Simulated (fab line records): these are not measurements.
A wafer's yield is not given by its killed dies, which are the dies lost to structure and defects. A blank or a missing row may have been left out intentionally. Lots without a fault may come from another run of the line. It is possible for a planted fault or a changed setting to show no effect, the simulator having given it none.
fab line records / flow n5_finfet
record: lots: 7 wafers: 18 last_day: 16
route steps=1938 shown BEOL_M12@1644 PASSIVATION@1936
lots untouched by any fault: they come from a run of this same line in which no faults occurred
start_h: hours from the record's opening day to when the first of the lot's shown wafers began / wait_h: how many hours have passed since the lot's step before this one / " repeats the value in the row above / L1.1+2: several wafers, shown together as one row / - no value, or no start given / * or withheld: withheld / < > ~ a bound
route shown NAME@n: names a module that has steps shown in the file, with the first one's number in the route / usual: the fault-free wafers' mean and standard deviation / same: alike in all rows / chamber/n: place in a boat / sites: each site's reading / _std_site: the values' standard deviation / _edge_site: outer sites' mean less inner sites' / radius_mm: for every site, how far away it sits from the centre of the wafer / mask NAME#n: copy n / behind: tool/chamber where the wafer was last shaped / hold: why the lot went on hold/how many hours it stayed there/how the hold came to an end / device: the transistor (n, p or np) that didn't switch / end of line: the route-end tests of the same wafers / for a step that has no rows: nothing shown but its recipe / killed: count of dies lost to structure and defects at first sort (not the wafer's yield) / map: a wafer's dies, marking killed ones x, the rest . and places with no die _
set.NAME: setting as actually run; set.NAME@STEP: the setting as run at that earlier step / model.NAME: the simulator's own value behind a step, which no gauge read
a table for each step, a row for each wafer; lots at some steps of the route
services: from which hour (start_h, from the record's first day; less than 0 if before it) a tool's chamber was out of use, for how many hours, and why
== steps ==
step: N5_BEOL_M12_PRECLEAN_39
recipe: chemistry: residue_remover time_s: 60 temp_c: 40
step: N5_BEOL_M12_SRD_40
recipe: time_s: 30 temp_c: 23 rinse_liquid: diw dry: n2_spin spin_rpm: 1500 dry_time_s: 30
step: N5_BEOL_M12_DEGAS_41
recipe: ambient: vacuum temp_c: 250 time_s: 60
usual: heater_power_w: 333/36
lot.wafer=L336.2 tool=pvd_sputter-02 chamber=- start_h=298.35 wait_h=0.0 heater_power_w=308
lot.wafer=L336.3 tool=pvd_sputter-02 chamber=- start_h=298.35 wait_h=0.0 heater_power_w=293
lot.wafer=L336.6 tool=pvd_sputter-02 chamber=- start_h=298.35 wait_h=0.0 heater_power_w=393
lot.wafer=L337.1 tool=pvd_sputter-02 chamber=- start_h=302.02 wait_h=0.0 heater_power_w=300
lot.wafer=L337.3 tool=pvd_sputter-02 chamber=- start_h=302.02 wait_h=0.0 heater_power_w=391
lot.wafer=L339.1 tool=pvd_sputter-01 chamber=- start_h=324.71 wait_h=0.2 heater_power_w=383
lot.wafer=L339.3 tool=pvd_sputter-01 chamber=- start_h=324.71 wait_h=0.2 heater_power_w=322
lot.wafer=L339.4 tool=pvd_sputter-01 chamber=- start_h=324.71 wait_h=0.2 heater_power_w=372
lot.wafer=L338.3 tool=pvd_sputter-01 chamber=- start_h=325.11 wait_h=0.3 heater_power_w=323
lot.wafer=L338.4 tool=pvd_sputter-01 chamber=- start_h=325.11 wait_h=0.3 heater_power_w=375
lot.wafer=L342.1 tool=pvd_sputter-02 chamber=- start_h=333.98 wait_h=0.1 heater_power_w=388
lot.wafer=L342.3 tool=pvd_sputter-02 chamber=- start_h=333.98 wait_h=0.1 heater_power_w=283
lot.wafer=L340.2 tool=pvd_sputter-03 chamber=- start_h=334.03 wait_h=0.1 heater_power_w=292
lot.wafer=L340.4 tool=pvd_sputter-03 chamber=- start_h=334.03 wait_h=0.1 heater_power_w=322
lot.wafer=L340.6 tool=pvd_sputter-03 chamber=- start_h=334.03 wait_h=0.1 heater_power_w=317
lot.wafer=L345.1 tool=pvd_sputter-02 chamber=- start_h=347.77 wait_h=0.4 heater_power_w=399
lot.wafer=L345.3 tool=pvd_sputter-02 chamber=- start_h=347.77 wait_h=0.4 heater_power_w=308
lot.wafer=L345.4 tool=pvd_sputter-02 chamber=- start_h=347.77 wait_h=0.4 heater_power_w=325
step: N5_BEOL_M12_PRE_CLEAN_42
recipe: gas: H2/He time_s: 30 temp_c: 250
usual: heater_power_w: 332/36
lot.wafer=L336.2 tool=pvd_sputter-02 chamber=- start_h=298.39 wait_h=0.0 heater_power_w=304
lot.wafer=L336.3 tool=pvd_sputter-02 chamber=- start_h=298.39 wait_h=0.0 heater_power_w=287
lot.wafer=L336.6 tool=pvd_sputter-02 chamber=- start_h=298.39 wait_h=0.0 heater_power_w=397
lot.wafer=L337.1 tool=pvd_sputter-02 chamber=- start_h=302.06 wait_h=0.0 heater_power_w=300
lot.wafer=L337.3 tool=pvd_sputter-02 chamber=- start_h=302.06 wait_h=0.0 heater_power_w=402
lot.wafer=L339.1 tool=pvd_sputter-01 chamber=- start_h=324.75 wait_h=0.0 heater_power_w=386
lot.wafer=L339.3 tool=pvd_sputter-01 chamber=- start_h=324.75 wait_h=0.0 heater_power_w=321
lot.wafer=L339.4 tool=pvd_sputter-01 chamber=- start_h=324.75 wait_h=0.0 heater_power_w=375
lot.wafer=L338.3 tool=pvd_sputter-01 chamber=- start_h=325.15 wait_h=0.0 heater_power_w=324
lot.wafer=L338.4 tool=pvd_sputter-01 chamber=- start_h=325.15 wait_h=0.0 heater_power_w=373
lot.wafer=L342.1 tool=pvd_sputter-02 chamber=- start_h=334.02 wait_h=0.0 heater_power_w=399
lot.wafer=L342.3 tool=pvd_sputter-02 chamber=- start_h=334.02 wait_h=0.0 heater_power_w=288
lot.wafer=L340.2 tool=pvd_sputter-03 chamber=- start_h=334.07 wait_h=0.0 heater_power_w=295
lot.wafer=L340.4 tool=pvd_sputter-03 chamber=- start_h=334.07 wait_h=0.0 heater_power_w=318
lot.wafer=L340.6 tool=pvd_sputter-03 chamber=- start_h=334.07 wait_h=0.0 heater_power_w=323
lot.wafer=L345.1 tool=pvd_sputter-02 chamber=- start_h=347.81 wait_h=0.0 heater_power_w=383
lot.wafer=L345.3 tool=pvd_sputter-02 chamber=- start_h=347.81 wait_h=0.0 heater_power_w=304
lot.wafer=L345.4 tool=pvd_sputter-02 chamber=- start_h=347.81 wait_h=0.0 heater_power_w=332
step: N5_BEOL_M12_SPUTTER_43
recipe: material: TaN target_thk_a: 150 temp_c: 50 bias_v: 168.6 power_w: 15000 chamber_pressure_pa: 0.12 time_s: 24.19
usual: throttle_valve_pct: 29.6/1.2
lot.wafer=L336.2 tool=pvd_sputter-02 chamber=- start_h=298.43 wait_h=0.0 throttle_valve_pct=31.4
lot.wafer=L336.3 tool=pvd_sputter-02 chamber=- start_h=298.43 wait_h=0.0 throttle_valve_pct=29.3
lot.wafer=L336.6 tool=pvd_sputter-02 chamber=- start_h=298.43 wait_h=0.0 throttle_valve_pct=29.5
lot.wafer=L337.1 tool=pvd_sputter-02 chamber=- start_h=302.10 wait_h=0.0 throttle_valve_pct=31.5
lot.wafer=L337.3 tool=pvd_sputter-02 chamber=- start_h=302.10 wait_h=0.0 throttle_valve_pct=29.6
lot.wafer=L339.1 tool=pvd_sputter-01 chamber=- start_h=324.79 wait_h=0.0 throttle_valve_pct=30.1
lot.wafer=L339.3 tool=pvd_sputter-01 chamber=- start_h=324.79 wait_h=0.0 throttle_valve_pct=29.8
lot.wafer=L339.4 tool=pvd_sputter-01 chamber=- start_h=324.79 wait_h=0.0 throttle_valve_pct=30.3
lot.wafer=L338.3 tool=pvd_sputter-01 chamber=- start_h=325.19 wait_h=0.0 throttle_valve_pct=29.8
lot.wafer=L338.4 tool=pvd_sputter-01 chamber=- start_h=325.19 wait_h=0.0 throttle_valve_pct=30.2
lot.wafer=L342.1 tool=pvd_sputter-02 chamber=- start_h=334.06 wait_h=0.0 throttle_valve_pct=29.6
lot.wafer=L342.3 tool=pvd_sputter-02 chamber=- start_h=334.06 wait_h=0.0 throttle_valve_pct=29.1
lot.wafer=L340.2 tool=pvd_sputter-03 chamber=- start_h=334.11 wait_h=0.0 throttle_valve_pct=29.0
lot.wafer=L340.4 tool=pvd_sputter-03 chamber=- start_h=334.11 wait_h=0.0 throttle_valve_pct=31.1
lot.wafer=L340.6 tool=pvd_sputter-03 chamber=- start_h=334.11 wait_h=0.0 throttle_valve_pct=31.1
lot.wafer=L345.1 tool=pvd_sputter-02 chamber=- start_h=347.85 wait_h=0.0 throttle_valve_pct=29.6
lot.wafer=L345.3 tool=pvd_sputter-02 chamber=- start_h=347.85 wait_h=0.0 throttle_valve_pct=31.8
lot.wafer=L345.4 tool=pvd_sputter-02 chamber=- start_h=347.85 wait_h=0.0 throttle_valve_pct=29.8
step: N5_BEOL_M12_SPUTTER_44
recipe: material: Ta target_thk_a: 100 temp_c: 50 bias_v: 80 power_w: 15000 chamber_pressure_pa: 0.07 time_s: 16.13
step: N5_BEOL_M12_SPUTTER_45
recipe: material: Cu target_thk_a: 800 temp_c: -20 bias_v: 60 power_w: 26000 chamber_pressure_pa: 0.13 time_s: 13.33
usual: throttle_valve_pct: 29.6/1.2
lot.wafer=L336.2 tool=pvd_sputter-02 chamber=- start_h=298.59 wait_h=0.0 throttle_valve_pct=31.4
lot.wafer=L336.3 tool=pvd_sputter-02 chamber=- start_h=298.59 wait_h=0.0 throttle_valve_pct=29.6
lot.wafer=L336.6 tool=pvd_sputter-02 chamber=- start_h=298.59 wait_h=0.0 throttle_valve_pct=29.8
lot.wafer=L337.1 tool=pvd_sputter-02 chamber=- start_h=302.26 wait_h=0.0 throttle_valve_pct=31.4
lot.wafer=L337.3 tool=pvd_sputter-02 chamber=- start_h=302.26 wait_h=0.0 throttle_valve_pct=29.5
lot.wafer=L339.1 tool=pvd_sputter-01 chamber=- start_h=324.95 wait_h=0.0 throttle_valve_pct=30.3
lot.wafer=L339.3 tool=pvd_sputter-01 chamber=- start_h=324.95 wait_h=0.0 throttle_valve_pct=30.4
lot.wafer=L339.4 tool=pvd_sputter-01 chamber=- start_h=324.95 wait_h=0.0 throttle_valve_pct=30.2
lot.wafer=L338.3 tool=pvd_sputter-01 chamber=- start_h=325.35 wait_h=0.0 throttle_valve_pct=30.0
lot.wafer=L338.4 tool=pvd_sputter-01 chamber=- start_h=325.35 wait_h=0.0 throttle_valve_pct=30.1
lot.wafer=L342.1 tool=pvd_sputter-02 chamber=- start_h=334.22 wait_h=0.0 throttle_valve_pct=29.7
lot.wafer=L342.3 tool=pvd_sputter-02 chamber=- start_h=334.22 wait_h=0.0 throttle_valve_pct=29.6
lot.wafer=L340.2 tool=pvd_sputter-03 chamber=- start_h=334.27 wait_h=0.0 throttle_valve_pct=29.2
lot.wafer=L340.4 tool=pvd_sputter-03 chamber=- start_h=334.27 wait_h=0.0 throttle_valve_pct=31.0
lot.wafer=L340.6 tool=pvd_sputter-03 chamber=- start_h=334.27 wait_h=0.0 throttle_valve_pct=30.9
lot.wafer=L345.1 tool=pvd_sputter-02 chamber=- start_h=348.01 wait_h=0.0 throttle_valve_pct=29.8
lot.wafer=L345.3 tool=pvd_sputter-02 chamber=- start_h=348.01 wait_h=0.0 throttle_valve_pct=31.8
lot.wafer=L345.4 tool=pvd_sputter-02 chamber=- start_h=348.01 wait_h=0.0 throttle_valve_pct=29.4
step: N5_BEOL_M12_ECD_47
recipe: material: Cu target_thk_a: 7200
step: N5_BEOL_M12_ANNEAL_48
recipe: temp_c: 225 time_s: 90 ambient: N2
step: N5_BEOL_M12_CMP_49
recipe: stop_on: SiOC t_overpolish_s: 20.6 down_force_psi: 1 platen_rpm: 50 clearing_platen_down_force_psi: 1.5 clearing_platen_rpm: 50 post_cmp_clean: cu_alkaline target_thk_nm: 320 clearing_platen_pad_velocity_m_s: 0.99484 pad_velocity_m_s: 0.99484
usual: barrier_field_endpoint_s: 30.7/0.81 clearing_platen_rpm: 49.995/0.028 motor_current_A: 6.4/0.66 overpolish_run_s: 20.602/0.0097
lot.wafer=L336.2 tool=cmp-04 chamber=3 start_h=299.16 wait_h=0.2 barrier_field_endpoint_s=30.9 clearing_platen_rpm=49.993 motor_current_A=7.3 overpolish_run_s=20.595
lot.wafer=L336.3 tool=cmp-04 chamber=2 start_h=299.16 wait_h=0.2 barrier_field_endpoint_s=29.8 clearing_platen_rpm=49.998 motor_current_A=6.9 overpolish_run_s=20.609
lot.wafer=L336.6 tool=cmp-04 chamber=0 start_h=299.16 wait_h=0.2 barrier_field_endpoint_s=29.2 clearing_platen_rpm=49.929 motor_current_A=6.0 overpolish_run_s=20.608
lot.wafer=L337.1 tool=cmp-02 chamber=1 start_h=302.85 wait_h=0.3 barrier_field_endpoint_s=30.5 clearing_platen_rpm=49.997 motor_current_A=6.4 overpolish_run_s=20.601
lot.wafer=L337.3 tool=cmp-02 chamber=3 start_h=302.85 wait_h=0.3 barrier_field_endpoint_s=29.8 clearing_platen_rpm=49.985 motor_current_A=6.0 overpolish_run_s=20.591
lot.wafer=L339.1 tool=cmp-02 chamber=0 start_h=325.55 wait_h=0.3 barrier_field_endpoint_s=31.3 clearing_platen_rpm=50.018 motor_current_A=8.1 overpolish_run_s=20.604
lot.wafer=L339.3 tool=cmp-02 chamber=1 start_h=325.55 wait_h=0.3 barrier_field_endpoint_s=32.0 clearing_platen_rpm=49.952 motor_current_A=6.1 overpolish_run_s=20.629
lot.wafer=L339.4 tool=cmp-02 chamber=2 start_h=325.55 wait_h=0.3 barrier_field_endpoint_s=30.4 clearing_platen_rpm=49.988 motor_current_A=6.0 overpolish_run_s=20.605
lot.wafer=L338.4 tool=cmp-02 chamber=0 start_h=326.06 wait_h=0.1 barrier_field_endpoint_s=32.1 clearing_platen_rpm=50.007 motor_current_A=7.3 overpolish_run_s=20.605
lot.wafer=L338.3 tool=cmp-02 chamber=1 start_h=326.06 wait_h=0.1 barrier_field_endpoint_s=32.8 clearing_platen_rpm=50.011 motor_current_A=6.1 overpolish_run_s=20.586
lot.wafer=L342.1 tool=cmp-01 chamber=3 start_h=334.78 wait_h=0.3 barrier_field_endpoint_s=30.3 clearing_platen_rpm=49.987 motor_current_A=5.4 overpolish_run_s=20.609
lot.wafer=L342.3 tool=cmp-01 chamber=1 start_h=334.78 wait_h=0.3 barrier_field_endpoint_s=31.0 clearing_platen_rpm=49.969 motor_current_A=6.0 overpolish_run_s=20.599
lot.wafer=L340.4 tool=cmp-04 chamber=1 start_h=334.83 wait_h=0.1 barrier_field_endpoint_s=30.5 clearing_platen_rpm=50.016 motor_current_A=6.3 overpolish_run_s=20.601
lot.wafer=L340.2 tool=cmp-04 chamber=0 start_h=334.83 wait_h=0.1 barrier_field_endpoint_s=29.5 clearing_platen_rpm=49.999 motor_current_A=6.4 overpolish_run_s=20.599
lot.wafer=L340.6 tool=cmp-04 chamber=2 start_h=334.83 wait_h=0.1 barrier_field_endpoint_s=30.4 clearing_platen_rpm=50.028 motor_current_A=6.2 overpolish_run_s=20.606
lot.wafer=L345.1 tool=cmp-02 chamber=0 start_h=348.56 wait_h=0.3 barrier_field_endpoint_s=30.8 clearing_platen_rpm=50.031 motor_current_A=7.7 overpolish_run_s=20.602
lot.wafer=L345.3 tool=cmp-02 chamber=2 start_h=348.56 wait_h=0.3 barrier_field_endpoint_s=31.3 clearing_platen_rpm=49.983 motor_current_A=6.0 overpolish_run_s=20.588
lot.wafer=L345.4 tool=cmp-02 chamber=3 start_h=348.56 wait_h=0.3 barrier_field_endpoint_s=30.8 clearing_platen_rpm=49.946 motor_current_A=6.0 overpolish_run_s=20.611
step: N5_BEOL_M12_THK_MEAS_50
recipe: thk_meas_gauge: xrf reads: Cu_of_BEOL_M12_ECD_47
usual: M12_THK: 322/5.7
lot.wafer=L336.2 tool=film_metro-02 chamber=- start_h=299.46 wait_h=- M12_THK[nm]=329
lot.wafer=L336.3 tool=film_metro-02 chamber=- start_h=299.46 wait_h=- M12_THK[nm]=321
lot.wafer=L336.6 tool=film_metro-02 chamber=- start_h=299.46 wait_h=- M12_THK[nm]=321
lot.wafer=L337.1 tool=film_metro-02 chamber=- start_h=303.11 wait_h=- M12_THK[nm]=323
lot.wafer=L337.3 tool=film_metro-02 chamber=- start_h=303.11 wait_h=- M12_THK[nm]=332
lot.wafer=L339.1 tool=film_metro-01 chamber=- start_h=325.81 wait_h=- M12_THK[nm]=316
lot.wafer=L339.3 tool=film_metro-01 chamber=- start_h=325.81 wait_h=- M12_THK[nm]=327
lot.wafer=L339.4 tool=film_metro-01 chamber=- start_h=325.81 wait_h=- M12_THK[nm]=320
lot.wafer=L338.3 tool=film_metro-01 chamber=- start_h=326.36 wait_h=- M12_THK[nm]=313
lot.wafer=L338.4 tool=film_metro-01 chamber=- start_h=326.36 wait_h=- M12_THK[nm]=313
lot.wafer=L342.1 tool=film_metro-01 chamber=- start_h=335.08 wait_h=- M12_THK[nm]=313
lot.wafer=L342.3 tool=film_metro-01 chamber=- start_h=335.08 wait_h=- M12_THK[nm]=316
lot.wafer=L340.2 tool=film_metro-02 chamber=- start_h=335.12 wait_h=- M12_THK[nm]=320
lot.wafer=L340.4 tool=film_metro-02 chamber=- start_h=335.12 wait_h=- M12_THK[nm]=327
lot.wafer=L340.6 tool=film_metro-02 chamber=- start_h=335.12 wait_h=- M12_THK[nm]=317
lot.wafer=L345.1 tool=film_metro-02 chamber=- start_h=348.86 wait_h=- M12_THK[nm]=325
lot.wafer=L345.3 tool=film_metro-02 chamber=- start_h=348.86 wait_h=- M12_THK[nm]=320
lot.wafer=L345.4 tool=film_metro-02 chamber=- start_h=348.86 wait_h=- M12_THK[nm]=320
step: N5_BEOL_M12_PRE_CLEAN_52
recipe: gas: NH3 time_s: 15 temp_c: withheld rf_power_w: 300
step: N5_BEOL_M12_DEP_53
recipe: material: SiCN target_thk_a: 300 temp_c: withheld precursor: 3MS/NH3 pressure_torr: 3 rf_w: 675 time_s: 10.5
usual: chamber_pressure_Torr: 3.001/0.0058 showerhead_plenum_p_Torr: 4.164/0.016 throttle_valve_pct: 18.0/0.96
lot.wafer=L336.2 tool=pecvd-01 chamber=0 start_h=299.52 wait_h=0.0 chamber_pressure_Torr=2.998 showerhead_plenum_p_Torr=4.190 throttle_valve_pct=18.4 model.SiCN_of_BEOL_M12_DEP_53.thk_nm=29.6
lot.wafer=L336.3 tool=pecvd-01 chamber=2 start_h=299.52 wait_h=0.0 chamber_pressure_Torr=3.011 showerhead_plenum_p_Torr=4.164 throttle_valve_pct=17.1 model.SiCN_of_BEOL_M12_DEP_53.thk_nm=29.8
lot.wafer=L336.6 tool=pecvd-01 chamber=2 start_h=299.52 wait_h=0.0 chamber_pressure_Torr=3.013 showerhead_plenum_p_Torr=4.166 throttle_valve_pct=17.1 model.SiCN_of_BEOL_M12_DEP_53.thk_nm=30
lot.wafer=L337.1 tool=pecvd-01 chamber=1 start_h=303.17 wait_h=0.0 chamber_pressure_Torr=2.998 showerhead_plenum_p_Torr=4.147 throttle_valve_pct=19.6 model.SiCN_of_BEOL_M12_DEP_53.thk_nm=30.4
lot.wafer=L337.3 tool=pecvd-01 chamber=0 start_h=303.17 wait_h=0.0 chamber_pressure_Torr=3.004 showerhead_plenum_p_Torr=4.184 throttle_valve_pct=18.4 model.SiCN_of_BEOL_M12_DEP_53.thk_nm=40.6
lot.wafer=L339.1 tool=pecvd-03 chamber=1 start_h=325.87 wait_h=0.0 chamber_pressure_Torr=3.010 showerhead_plenum_p_Torr=4.186 throttle_valve_pct=17.2 model.SiCN_of_BEOL_M12_DEP_53.thk_nm=29.8
lot.wafer=L339.3 tool=pecvd-03 chamber=0 start_h=325.87 wait_h=0.0 chamber_pressure_Torr=2.995 showerhead_plenum_p_Torr=4.141 throttle_valve_pct=18.7 model.SiCN_of_BEOL_M12_DEP_53.thk_nm=29.4
lot.wafer=L339.4 tool=pecvd-03 chamber=1 start_h=325.87 wait_h=0.0 chamber_pressure_Torr=3.006 showerhead_plenum_p_Torr=4.192 throttle_valve_pct=17.0 model.SiCN_of_BEOL_M12_DEP_53.thk_nm=30
lot.wafer=L338.3 tool=pecvd-01 chamber=0 start_h=326.42 wait_h=0.0 chamber_pressure_Torr=2.998 showerhead_plenum_p_Torr=4.177 throttle_valve_pct=18.8 model.SiCN_of_BEOL_M12_DEP_53.thk_nm=40.6
lot.wafer=L338.4 tool=pecvd-01 chamber=2 start_h=326.42 wait_h=0.0 chamber_pressure_Torr=2.997 showerhead_plenum_p_Torr=4.167 throttle_valve_pct=17.6 model.SiCN_of_BEOL_M12_DEP_53.thk_nm=30.4
lot.wafer=L342.1 tool=pecvd-01 chamber=0 start_h=335.14 wait_h=0.0 chamber_pressure_Torr=3.000 showerhead_plenum_p_Torr=4.185 throttle_valve_pct=18.5 model.SiCN_of_BEOL_M12_DEP_53.thk_nm=29.8
lot.wafer=L342.3 tool=pecvd-01 chamber=2 start_h=335.14 wait_h=0.0 chamber_pressure_Torr=2.992 showerhead_plenum_p_Torr=4.168 throttle_valve_pct=17.3 model.SiCN_of_BEOL_M12_DEP_53.thk_nm=39.8
lot.wafer=L340.2 tool=pecvd-02 chamber=0 start_h=335.19 wait_h=0.0 chamber_pressure_Torr=2.997 showerhead_plenum_p_Torr=4.139 throttle_valve_pct=17.8 model.SiCN_of_BEOL_M12_DEP_53.thk_nm=30.2
lot.wafer=L340.4 tool=pecvd-02 chamber=0 start_h=335.19 wait_h=0.0 chamber_pressure_Torr=3.000 showerhead_plenum_p_Torr=4.146 throttle_valve_pct=17.4 model.SiCN_of_BEOL_M12_DEP_53.thk_nm=30.8
lot.wafer=L340.6 tool=pecvd-02 chamber=2 start_h=335.19 wait_h=0.0 chamber_pressure_Torr=3.013 showerhead_plenum_p_Torr=4.170 throttle_valve_pct=16.7 model.SiCN_of_BEOL_M12_DEP_53.thk_nm=30.2
lot.wafer=L345.1 tool=pecvd-03 chamber=2 start_h=348.92 wait_h=0.0 chamber_pressure_Torr=2.995 showerhead_plenum_p_Torr=4.179 throttle_valve_pct=17.3 model.SiCN_of_BEOL_M12_DEP_53.thk_nm=30.8
lot.wafer=L345.3 tool=pecvd-03 chamber=1 start_h=348.92 wait_h=0.0 chamber_pressure_Torr=2.996 showerhead_plenum_p_Torr=4.190 throttle_valve_pct=17.3 model.SiCN_of_BEOL_M12_DEP_53.thk_nm=30.6
lot.wafer=L345.4 tool=pecvd-03 chamber=0 start_h=348.92 wait_h=0.0 chamber_pressure_Torr=3.005 showerhead_plenum_p_Torr=4.142 throttle_valve_pct=18.9 model.SiCN_of_BEOL_M12_DEP_53.thk_nm=30.8
step: N5_BEOL_M12_RS_MEAS_54
recipe: thk_meas_gauge: four-point-probe reads: Cu_of_BEOL_M12_ECD_47+Ta_of_BEOL_M12_SPUTTER_44+TaN_of_BEOL_M12_SPUTTER_43
usual: M12_RS: 0.0605/0.001
lot.wafer=L336.2 tool=film_metro-02 chamber=- start_h=299.58 wait_h=0.0 M12_RS[ohm/sq]=0.0598
lot.wafer=L336.3 tool=film_metro-02 chamber=- start_h=299.58 wait_h=0.0 M12_RS[ohm/sq]=0.0612
lot.wafer=L336.6 tool=film_metro-02 chamber=- start_h=299.58 wait_h=0.0 M12_RS[ohm/sq]=0.0615
lot.wafer=L337.1 tool=film_metro-02 chamber=- start_h=303.23 wait_h=0.0 M12_RS[ohm/sq]=0.0611
lot.wafer=L337.3 tool=film_metro-02 chamber=- start_h=303.23 wait_h=0.0 M12_RS[ohm/sq]=0.0592
lot.wafer=L339.1 tool=film_metro-01 chamber=- start_h=325.93 wait_h=0.0 M12_RS[ohm/sq]=0.0614
lot.wafer=L339.3 tool=film_metro-01 chamber=- start_h=325.93 wait_h=0.0 M12_RS[ohm/sq]=0.0593
lot.wafer=L339.4 tool=film_metro-01 chamber=- start_h=325.93 wait_h=0.0 M12_RS[ohm/sq]=0.0607
lot.wafer=L338.3 tool=film_metro-01 chamber=- start_h=326.49 wait_h=0.0 M12_RS[ohm/sq]=0.0617
lot.wafer=L338.4 tool=film_metro-01 chamber=- start_h=326.49 wait_h=0.0 M12_RS[ohm/sq]=0.0618
lot.wafer=L342.1 tool=film_metro-01 chamber=- start_h=335.20 wait_h=0.0 M12_RS[ohm/sq]=0.0618
lot.wafer=L342.3 tool=film_metro-01 chamber=- start_h=335.20 wait_h=0.0 M12_RS[ohm/sq]=0.0611
lot.wafer=L340.2 tool=film_metro-02 chamber=- start_h=335.25 wait_h=0.0 M12_RS[ohm/sq]=0.0608
lot.wafer=L340.4 tool=film_metro-02 chamber=- start_h=335.25 wait_h=0.0 M12_RS[ohm/sq]=0.0595
lot.wafer=L340.6 tool=film_metro-02 chamber=- start_h=335.25 wait_h=0.0 M12_RS[ohm/sq]=0.0613
lot.wafer=L345.1 tool=film_metro-01 chamber=- start_h=348.98 wait_h=0.0 M12_RS[ohm/sq]=0.0605
lot.wafer=L345.3 tool=film_metro-01 chamber=- start_h=348.98 wait_h=0.0 M12_RS[ohm/sq]=0.0613
lot.wafer=L345.4 tool=film_metro-01 chamber=- start_h=348.98 wait_h=0.0 M12_RS[ohm/sq]=0.0610
step: N5_PASSIVATION_PROBE_49
usual: defect_limited_yield: 91.4/1.5 killed_at_M0_to_M3: 35/12 killed_at_M4_up: 13/5.8 killed_at_contacts: 12/5.5 killed_at_front_end: 36/9.9 killed_at_other: 4/3.7 killed_dies: 101/18 killed_open: 66/13 killed_short: 33/8 sort_bin_5_function: 5.0/1 sort_bin_6_memory: 3.2/0.67 sort_n_pass: 1079/18 sort_yield_pct: 91.4/1.5
same: gross_dies: 1180 killed_at_back_side: 0 sort_bin_4_leakage[%]: 0 sort_bin_8_speed[%]: 0
lot.wafer=L336.2 tool=prober-02 chamber=- start_h=330.43 wait_h=0.1 defect_limited_yield[%]=89.7 killed_at_M0_to_M3=38 killed_at_M4_up=17 killed_at_contacts=6 killed_at_front_end=56 killed_at_other=5 killed_dies=122 killed_open=78 killed_short=41 sort_bin_5_function[%]=6.0 sort_bin_6_memory[%]=4.0 sort_n_pass=1058 sort_yield_pct[%]=89.7
lot.wafer=L336.3 tool=prober-02 chamber=- start_h=330.48 wait_h=0.1 defect_limited_yield[%]=92.1 killed_at_M0_to_M3=25 killed_at_M4_up=19 killed_at_contacts=10 killed_at_front_end=35 killed_at_other=4 killed_dies=93 killed_open=57 killed_short=34 sort_bin_5_function[%]=4.5 sort_bin_6_memory[%]=2.9 sort_n_pass=1087 sort_yield_pct[%]=92.1
lot.wafer=L336.6 tool=prober-02 chamber=- start_h=330.63 wait_h=0.3 defect_limited_yield[%]=88.7 killed_at_M0_to_M3=36 killed_at_M4_up=19 killed_at_contacts=18 killed_at_front_end=58 killed_at_other=2 killed_dies=133 killed_open=92 killed_short=36 sort_bin_5_function[%]=6.6 sort_bin_6_memory[%]=4.0 sort_n_pass=1047 sort_yield_pct[%]=88.7
lot.wafer=L340.6 tool=prober-01 chamber=- start_h=369.09 wait_h=0.3 defect_limited_yield[%]=93.3 killed_at_M0_to_M3=23 killed_at_M4_up=7 killed_at_contacts=7 killed_at_front_end=38 killed_at_other=4 killed_dies=79 killed_open=48 killed_short=26 sort_bin_5_function[%]=4.1 sort_bin_6_memory[%]=1.9 sort_n_pass=1101 sort_yield_pct[%]=93.3
killed by level:class
L336.2 STI_FIN_REVEAL:geometric_particle:open=27 BEOL_M0_SAQP:geometric_particle:open=12 BEOL_M0_SAQP:geometric_particle:short=11 STI_FIN_REVEAL:geometric_particle:short=8 DUMMY_GATE:geometric_particle:open=5 MOL_CONTACT_COAG:geometric_particle:open=4 BEOL_M2:geometric_particle:open=4 BEOL_M3:geometric_particle:open=4
L336.3 MOL_CONTACT_COAG:geometric_particle:open=8 BEOL_M4:geometric_particle:open=8 FIN_SAQP:geometric_particle:short=7 DUMMY_GATE:geometric_particle:open=6 BEOL_M0_SAQP:geometric_particle:open=5 BEOL_M0_SAQP:geometric_particle:short=5 BEOL_M2:geometric_particle:open=5 FIN_SAQP:geometric_particle:open=4
L336.6 STI_FIN_REVEAL:geometric_particle:open=18 MOL_CONTACT_COAG:geometric_particle:open=14 FIN_SAQP:geometric_particle:short=13 BEOL_M2:geometric_particle:open=12 BEOL_M4:geometric_particle:open=12 FIN_SAQP:geometric_particle:open=10 BEOL_M0_SAQP:geometric_particle:short=8 BEOL_M0_SAQP:geometric_particle:open=6
L340.6 DUMMY_GATE:geometric_particle:open=8 BEOL_M3:geometric_particle:open=7 FIN_SAQP:geometric_particle:short=6 MOL_CONTACT_COAG:geometric_particle:open=6 HKMG_FIN:area_etch=5 BEOL_M0_SAQP:geometric_particle:open=4 SPACER0:geometric_particle:open=4 BEOL_M0_SAQP:geometric_particle:short=4
== services ==
tool=pecvd-03 chamber=2 start_h=277.64 hours=2.1 kind=scheduled_down
tool=cmp-04 chamber=- start_h=278.23 hours=0.5 kind=repair
tool=cmp-02 chamber=- start_h=282.50 hours=0.3 kind=repair
tool=pecvd-02 chamber=1 start_h=295.21 hours=5.2 kind=repair
tool=cmp-02 chamber=- start_h=297.28 hours=0.4 kind=repair
tool=cmp-02 chamber=- start_h=312.73 hours=1.5 kind=repair
tool=pecvd-03 chamber=2 start_h=326.21 hours=5.5 kind=scheduled_down
tool=pecvd-01 chamber=2 start_h=328.77 hours=2.1 kind=scheduled_down
tool=pecvd-01 chamber=1 start_h=338.48 hours=5.5 kind=scheduled_down
tool=pecvd-02 chamber=2 start_h=342.80 hours=2.1 kind=scheduled_down
== key ==
first_sign none at tools or gauges
model_effect: step: N5_BEOL_M12_DEP_53 value: SiCN_of_BEOL_M12_DEP_53.thk_nm without: 29.73 struck: 40.33
met_at N5_BEOL_M12_DEP_53
struck_wafers L337.3,L338.3,L342.3
onset_between 299.52 303.17
fault: kind: process_parameter_drift tool: pecvd-01 chamber: - onset_h: 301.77 steps: N5_BEOL_M12_DEP_53 channel: time_s offset: * shape: step end_h: 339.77 scope: struck_wafers_only acts_in: * stated: *
